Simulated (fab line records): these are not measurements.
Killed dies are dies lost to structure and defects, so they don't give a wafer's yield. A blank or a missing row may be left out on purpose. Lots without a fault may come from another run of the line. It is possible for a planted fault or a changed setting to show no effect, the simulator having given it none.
fab line records | flow nand-harc
record: lots: 15 wafers: 45 last-day: 34
route steps=1302 shown A_CHANNEL_FILL_D2@629 A_STAIRCASE@645
lots untouched by any fault: they come from a run of this same line in which no faults occurred
start-h: the number of hours between the record's first day and the start of the first shown wafer of the lot | wait-h: hours from the lot's prior step to this one | " repeats the value in the row above | L1.1+2: a row that stands for several wafers | - no value, or no start was given | * or withheld: withheld | < > ~ a bound
route shown NAME@n: NAME is a module with steps in the file, n the number in the route of the first one | usual: mean and standard deviation over wafers with no fault | same: alike in all rows | chamber/n: place in a boat | sites: per-site readings | _std_site: standard deviation of those values | _edge_site: the outer-site mean with the inner-site mean subtracted | radius-mm: how far each site lies from the wafer's centre | mask NAME#n: copy n | behind: the last tool/chamber to shape the wafer | hold: the reason the lot was held/the length of the hold in hours/how it ended | device: the transistor (n, p or np) that didn't switch | end of line: the tests these same wafers got at the end of their route | a step given without rows: its recipe and nothing more | killed: not the wafer's yield, but the dies lost to structure and defects at the first sort | map: per-die view of a wafer (x killed, . not killed, _ where there is no die)
set.NAME: the setting that was run; set.NAME@STEP: the one run at that earlier step | model.NAME: the simulator's own value behind a step, which no gauge read
one table for each step of the route and one row for each wafer, over a sample of lots
services: from which hour (start-h, from the record's first day; less than 0 if before it) a tool's chamber was out of use, for how many hours, and why
== steps ==
step: NHARC_A_CHANNEL_FILL_D2_STRIP_29
recipe: time-s: 20 o2-flow-sccm: 500 ar-flow-sccm: 0 bias-w: 0 chemistry: O2
usual: drypump-motor-current-A: 5.6/0.43 oes-product-au: 1.002/0.014 rf-vpp-V: 57.8/0.95 showerhead-plenum-p-Torr: 3.51/0.15 throttle-valve-pct: 17.036/0.0083
columns lot.wafer tool chamber start-h wait-h drypump-motor-current-A oes-product-au rf-hours-counter-h rf-vpp-V showerhead-plenum-p-Torr throttle-valve-pct
L748.2 rie-diel-12 3 - - 5.8 0.990 2 56.9 3.47 17.040
L748.1 " 0 " " 5.8 0.990 2 59.3 3.59 17.038
L748.5 " 3 " " 5.8 0.990 - 58.1 3.47 17.035
L747.3 rie-diel-12 3 - - 5.8 0.988 2 57.0 3.47 17.038
L747.1 " 1 " " 5.7 1.019 2 55.3 3.32 17.036
L747.6 " 3 " " 5.8 0.996 - 56.9 3.47 17.036
L749.1 rie-diel-13 0 - - 4.9 1.022 0 57.0 3.54 17.029
L749.3 " 3 " " 6.1 0.973 0 59.0 3.60 17.030
L749.5 " 0 " " 4.9 1.015 - 57.0 3.54 17.030
L750.2 rie-diel-12 3 - - 5.8 0.994 3 57.0 3.47 17.033
L750.3 " 0 " " 5.8 0.982 3 57.6 3.59 17.031
L750.5 " 2 " " 5.6 1.002 - 56.8 3.42 17.032
L751.2 rie-diel-12 1 - - 5.7 1.010 3 58.1 3.32 17.038
L751.3 " 2 " " 5.6 1.001 3 56.2 3.42 17.036
L751.5 " 2 " " 5.6 0.993 - 56.5 3.42 17.032
L754.2 rie-diel-12 3 - - 5.8 1.006 3 58.5 3.47 17.041
L754.1 " 0 " " 5.7 0.993 4 57.8 3.59 17.035
L754.5 " 2 " " 5.6 1.002 - 56.8 3.42 17.037
L753.1 rie-diel-13 1 - - 4.9 0.998 2 58.9 3.73 17.036
L753.4 " 2 " " 5.9 1.003 2 57.4 3.33 17.018
L753.6 " 1 " " 4.9 0.994 - 58.1 3.73 17.039
L755.3 rie-diel-13 0 - - 4.9 1.008 2 58.6 3.54 17.038
L755.2 " 3 " " 6.1 0.974 2 58.5 3.60 17.035
L755.5 " 1 " " 4.9 0.992 - 56.0 3.73 17.042
L759.3 rie-diel-13 3 - - 6.1 0.970 3 57.6 3.60 17.044
L759.6 " 2 " " 5.9 0.995 - 57.9 3.33 17.040
L759.5 " 3 " " 6.1 0.970 - 57.2 3.59 17.025
L758.4 rie-diel-12 2 - - 5.5 1.019 0 57.3 3.42 17.020
L758.3 " 0 " " 5.8 0.985 0 59.6 3.59 17.037
L758.5 " 3 " " 5.8 1.014 - 57.7 3.47 17.031
L761.4 rie-diel-13 1 - - 4.9 0.999 4 59.0 3.73 17.042
L761.6 " 3 " " 6.1 0.989 - 59.0 3.59 17.030
L761.5 " 0 " " 4.9 1.032 - 57.8 3.54 17.036
L765.1 rie-diel-12 1 - - 5.7 1.009 2 56.9 3.31 17.041
L765.4 " 2 " " 5.6 1.015 2 57.1 3.42 17.043
L765.3 " 3 " " 5.8 1.023 2 56.6 3.47 17.045
L767.3 rie-diel-13 3 - - 6.1 0.993 0 59.1 3.59 17.027
L767.4 " 0 " " 4.9 1.015 0 58.3 3.54 17.048
L767.2 " 1 " " 4.9 1.000 0 59.0 3.73 17.039
L769.1 rie-diel-12 1 560.46 0.1 5.7 0.991 4 58.6 3.31 17.042
L769.6 " 2 " " 5.6 1.019 - 58.5 3.42 17.035
L769.4 " 3 " " 5.8 1.009 - 58.2 3.47 17.033
L770.3 rie-diel-03 2 - - 6.3 1.006 16 57.8 3.57 17.039
L770.1 " 3 " " 4.9 0.998 18 59.1 3.69 17.025
L770.5 " 3 " " 4.9 0.998 - 58.7 3.69 17.030
step: NHARC_A_CHANNEL_FILL_D2_CMP_10
recipe: target-thk-nm: 150
usual: motor-current-A: 11.8/1.1 time-to-endpoint-s: 15.7/2.6
columns lot.wafer tool chamber start-h wait-h motor-current-A time-to-endpoint-s
L747.1 cmp-04 0 352.03 0.4 13.2 19.7
L747.3 " 2 " " 12.8 20.5
L747.6 " 0 " " 13.1 19.7
L748.2 cmp-01 3 352.03 0.4 11.0 12.6
L748.1 " 1 " " 10.8 12.5
L748.5 " 0 " " 11.5 9.4
L749.3 cmp-04 0 363.19 0.4 13.0 19.4
L749.1 " 1 " " 11.7 13.7
L749.5 " 1 " " 12.8 15.3
L750.2 cmp-04 3 381.37 0.4 11.2 17.7
L750.3 " 0 " " 12.8 21.1
L750.5 " 3 " " 10.8 16.4
L751.3 cmp-04 1 388.96 0.4 12.3 15.0
L751.2 " 3 " " 11.0 17.4
L751.5 " 0 " " 13.2 19.9
L753.4 cmp-01 0 415.22 0.4 12.0 11.2
L753.1 " 3 " " 10.7 16.4
L753.6 " 1 " " 10.8 17.2
L754.2 cmp-03 0 415.27 0.4 12.5 15.2
L754.1 " 1 " " 11.7 15.5
L754.5 " 2 " " 10.5 18.9
L755.3 cmp-04 3 427.67 0.4 11.4 18.7
L755.2 " 0 " " 13.1 17.7
L755.5 " 1 " " 12.3 13.5
L758.3 cmp-03 0 468.61 0.4 12.9 12.1
L758.4 " 1 " " 11.5 10.0
L758.5 " 0 " " 12.5 10.9
L759.3 cmp-01 0 468.64 0.4 11.7 11.5
L759.6 " 2 " " 10.0 15.4
L759.5 " 3 " " 10.9 13.4
L761.4 cmp-01 3 504.53 0.4 11.3 16.2
L761.5 " 2 " " 9.4 18.0
L761.6 " 3 " " 11.2 15.5
L765.4 cmp-03 1 519.72 0.4 11.8 15.8
L765.1 " 2 " " 11.6 18.8
L765.3 " 3 " " 13.3 15.7
L767.4 cmp-03 2 547.32 0.4 11.4 18.2
L767.2 " 0 " " 12.9 16.0
L767.3 " 1 " " 11.9 15.4
L769.1 cmp-03 2 566.09 0.4 11.7 14.7
L769.4 " 0 " " 12.8 15.3
L769.6 " 3 " " 13.5 13.6
L770.3 cmp-01 0 577.03 0.4 11.4 10.3
L770.1 " 1 " " 10.7 17.3
L770.5 " 2 " " 9.9 15.2
step: NHARC_A_STAIRCASE_EXPOSE_163
recipe: na: 0.5 dose-mj: 20.01 mask-id: STAIR_OPEN
usual: exposure-dose-mJ-cm2: 20.014/0.018 focus-offset-nm: 0.0/0.47 stage-vel-mm-s: 499.95/0.26
columns lot.wafer tool chamber start-h wait-h mask exposure-dose-mJ-cm2 focus-offset-nm stage-vel-mm-s
L748.1 krf-scanner-01 0 353.31 - STAIR_OPEN#0 20.034 -0.4 499.86
L748.2 " 0 " " STAIR_OPEN#0 20.022 -0.6 499.57
L748.5 " 0 " " STAIR_OPEN#0 20.041 -0.1 499.76
L747.1 krf-scanner-02 0 353.63 - STAIR_OPEN#0 20.054 0.2 500.34
L747.3 " 0 " " STAIR_OPEN#0 20.043 -0.6 500.06
L747.6 " 0 " " STAIR_OPEN#0 20.004 0.1 500.00
L749.1 krf-scanner-02 0 364.38 - STAIR_OPEN#0 20.000 -0.3 500.19
L749.3 " 0 " " STAIR_OPEN#0 20.013 0.3 499.83
L749.5 " 0 " " STAIR_OPEN#0 20.022 0.6 499.64
L750.2 krf-scanner-02 0 382.55 - STAIR_OPEN#0 19.981 1.0 499.38
L750.3 " 0 " " STAIR_OPEN#0 20.014 0.1 499.72
L750.5 " 0 " " STAIR_OPEN#0 19.977 -0.1 499.67
L751.2 krf-scanner-02 0 390.12 - STAIR_OPEN#0 20.014 -0.2 500.22
L751.3 " 0 " " STAIR_OPEN#0 20.022 0.4 499.92
L751.5 " 0 " " STAIR_OPEN#0 20.038 0.3 499.75
L754.1 krf-scanner-01 0 416.51 - STAIR_OPEN#0 20.054 -1.0 500.42
L754.2 " 0 " " STAIR_OPEN#0 20.022 -0.8 499.85
L754.5 " 0 " " STAIR_OPEN#0 20.042 -0.1 500.01
L753.1 krf-scanner-02 0 416.67 - STAIR_OPEN#0 20.058 0.1 499.85
L753.4 " 0 " " STAIR_OPEN#0 20.009 0.5 500.06
L753.6 " 0 " " STAIR_OPEN#0 20.004 -0.1 500.05
L755.2 krf-scanner-04 0 428.91 - STAIR_OPEN#0 19.996 -0.3 500.09
L755.3 " 0 " " STAIR_OPEN#0 20.002 -0.1 499.90
L755.5 " 0 " " STAIR_OPEN#0 20.004 0.8 500.11
L759.3 krf-scanner-02 - 469.76 - STAIR_OPEN#0 - - -
L759.5 " - " " STAIR_OPEN#0 - - -
L759.6 " - " " STAIR_OPEN#0 - - -
L758.3 krf-scanner-01 - 469.99 - STAIR_OPEN#0 - - -
L758.4 " - " " STAIR_OPEN#0 - - -
L758.5 " - " " STAIR_OPEN#0 - - -
L761.4 krf-scanner-01 - 505.68 - STAIR_OPEN#0 - - -
L761.5 " - " " STAIR_OPEN#0 - - -
L761.6 " - " " STAIR_OPEN#0 - - -
L765.1 krf-scanner-01 0 521.13 - STAIR_OPEN#0 20.025 0.0 500.22
L765.3 " 0 " " STAIR_OPEN#0 20.016 -0.2 500.35
L765.4 " 0 " " STAIR_OPEN#0 20.012 0.4 500.40
L767.2 krf-scanner-02 0 548.84 - STAIR_OPEN#0 20.004 0.0 499.83
L767.3 " 0 " " STAIR_OPEN#0 20.019 0.5 499.78
L767.4 " 0 " " STAIR_OPEN#0 20.015 -0.3 499.99
L769.1 krf-scanner-01 0 567.53 - STAIR_OPEN#0 19.984 -0.4 499.44
L769.4 " 0 " " STAIR_OPEN#0 19.994 -0.2 500.04
L769.6 " 0 " " STAIR_OPEN#0 20.050 -0.5 499.94
L770.1 krf-scanner-02 0 578.32 - STAIR_OPEN#0 20.019 0.1 500.33
L770.3 " 0 " " STAIR_OPEN#0 20.027 0.2 500.10
L770.5 " 0 " " STAIR_OPEN#0 20.027 -0.1 500.10
step: NHARC_A_STAIRCASE_DESCUM_168
recipe: time-s: 3 o2-flow-sccm: 200 ar-flow-sccm: 0 bias-power-w: 0 chemistry: O2
usual: drypump-motor-current-A: 5.8/0.36 oes-product-au: 1.000/0.017 rf-vpp-V: 57.9/0.85 showerhead-plenum-p-Torr: 1.94/0.093 throttle-valve-pct: 11.311/0.0099
columns lot.wafer tool chamber start-h wait-h drypump-motor-current-A oes-product-au rf-hours-counter-h rf-vpp-V showerhead-plenum-p-Torr throttle-valve-pct
L748.2 rie-diel-10 1 353.69 - 5.2 0.995 35 57.1 1.95 11.297
L748.1 " 3 " " 5.9 1.010 28 57.0 1.78 11.304
L748.5 " 1 " " 5.2 0.989 - 59.3 1.95 11.316
L747.1 rie-diel-10 2 354.02 - 5.7 1.027 32 58.1 1.90 11.306
L747.3 " 0 " " 5.6 1.002 31 56.9 1.90 11.301
L747.6 " 2 " " 5.7 1.039 - 58.1 1.90 11.318
L749.3 rie-diel-05 0 364.77 - 6.6 1.001 46 57.6 1.85 11.296
L749.1 " 1 " " 6.0 0.998 45 58.2 2.04 11.316
L749.5 " 1 " " 6.1 1.002 - 58.0 2.04 11.310
L750.3 rie-diel-11 0 382.93 - 5.6 1.006 39 57.5 2.00 11.310
L750.2 " 1 " " 5.4 1.007 33 59.2 2.07 11.312
L750.5 " 1 " " 5.4 1.020 - 57.2 2.07 11.302
L751.2 rie-diel-11 3 390.51 - 6.1 1.007 44 58.3 1.91 11.321
L751.3 " 0 " " 5.6 0.983 43 57.6 2.00 11.314
L751.5 " 1 " " 5.5 0.999 - 58.5 2.06 11.336
L754.2 rie-diel-11 1 416.95 - 5.4 0.998 48 59.0 2.06 11.300
L754.1 " 2 " " 6.2 0.978 46 57.7 2.04 11.325
L754.5 " 2 " " 6.1 0.977 - 58.3 2.04 11.318
L753.4 rie-diel-11 3 417.14 - 6.0 1.010 51 58.9 1.91 11.323
L753.1 " 0 " " 5.6 0.995 53 57.9 2.00 11.320
L753.6 " 3 " " 6.1 1.000 - 58.3 1.91 11.302
L755.2 rie-diel-10 2 429.33 - 5.7 0.995 0 57.1 1.89 11.320
L755.3 " 0 " " 5.6 0.994 0 57.6 1.90 11.306
L755.5 " 2 " " 5.7 0.996 - 57.2 1.89 11.312
L759.3 rie-diel-11 2 470.12 - 6.1 0.978 8 58.4 2.04 11.307
L759.6 " 2 " " 6.1 0.972 - 59.2 2.04 11.318
L759.5 " 3 " " 6.0 1.030 - 57.4 1.90 11.310
L758.3 rie-diel-05 1 470.37 - 6.1 0.997 20 59.9 2.03 11.303
L758.4 " 2 " " 6.1 1.015 20 58.0 1.79 11.301
L758.5 " 0 " " 6.6 1.022 - 58.1 1.84 11.334
L761.4 rie-diel-05 1 506.07 - 6.1 0.993 26 59.2 2.03 11.317
L761.5 " 2 " " 6.1 1.003 - 58.1 1.79 11.316
L761.6 " 3 " " 5.9 1.019 - 57.7 1.78 11.298
L765.1 rie-diel-10 1 521.51 - 5.2 0.998 20 56.6 1.94 11.298
L765.3 " 2 " " 5.7 1.003 36 56.9 1.88 11.320
L765.4 " 0 " " 5.6 0.987 32 58.6 1.89 11.317
L767.3 rie-diel-11 3 549.34 - 6.1 1.027 35 57.3 1.90 11.306
L767.4 " 0 " " 5.6 0.982 34 57.3 1.99 11.314
L767.2 " 2 " " 6.1 0.980 35 59.0 2.03 11.310
L769.1 rie-diel-10 0 567.92 - 5.6 0.993 46 57.6 1.88 11.304
L769.4 " 1 " " 5.2 0.988 34 57.2 1.93 11.319
L769.6 " 3 " " 5.9 1.009 - 58.8 2.06 11.312
L770.3 rie-diel-11 1 578.71 - 5.4 0.983 42 58.5 2.04 11.311
L770.1 " 3 " " 6.0 1.031 41 57.8 1.89 11.313
L770.5 " 0 " " 5.6 0.997 - 57.7 1.98 11.308
== services ==
columns tool chamber start-h hours kind
cmp-04 - 329.65 4.0 pm
cmp-03 - 332.20 11.1 repair
rie-diel-13 - 342.00 9.0 pm
cmp-01 - 360.71 4.5 repair
cmp-01 - 374.65 2.3 repair
cmp-03 - 379.57 4.0 pm
cmp-01 - 382.29 4.0 pm
krf-scanner-01 - 386.00 5.1 repair
cmp-01 - 388.88 2.0 repair
rie-diel-12 - 401.38 0.7 repair
cmp-04 - 415.46 0.8 repair
rie-diel-11 - 416.68 0.2 repair
rie-diel-10 - 419.84 9.0 pm
cmp-04 - 427.77 4.0 pm
rie-diel-10 1 432.20 13.8 repair
rie-diel-11 - 432.57 9.0 pm
krf-scanner-01 - 436.95 0.5 repair
krf-scanner-02 - 438.00 4.0 pm
krf-scanner-01 - 455.93 2.5 repair
krf-scanner-01 - 484.00 4.0 pm
rie-diel-13 - 519.00 9.0 pm
rie-diel-11 0 520.39 3.2 repair
rie-diel-12 0 553.32 9.2 repair
rie-diel-12 2 572.40 10.1 repair
== key ==
first-sign: step: NHARC_A_STAIRCASE_EXPOSE_163 reading: tool-record direction: missing
effect none on later readings
met-at NHARC_A_STAIRCASE_EXPOSE_163
struck-lots L758,L759,L761
later-rows-left-out L758.3,L758.4,L758.5,L759.3,L759.5,L759.6,L761.4,L761.5,L761.6
sort-left-out L758.3,L758.4,L758.5,L759.3,L759.5,L759.6,L761.4,L761.5,L761.6
tester-left-out L758,L759,L761
not-acting-at NHARC_A_CHANNEL_FILL_D2_STRIP_29,NHARC_A_CHANNEL_FILL_D2_CMP_10,NHARC_A_STAIRCASE_DESCUM_168
onset-between 416.67 469.76
fault: kind: skipped-step-whole tool: krf-scanner-01,krf-scanner-02 chamber: - onset-h: 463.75 steps: NHARC_A_STAIRCASE_EXPOSE_163 scope: struck-lots-only
tester-left-out: of these lots the tester's yield and bins aren't shown, on N5 and GAA mostly nor the transistor test; their killed dies are dies lost to structure and defects alone, not to doping, threshold or leakage, so they don't give the yield
sort-left-out: the simulated sort isn't trusted on such a fault, so these wafers' sort isn't shown, and their yield isn't known
later-rows-left-out: the simulator's readings of these wafers behind a module that went badly wrong aren't trusted and aren't shown, but for the sort
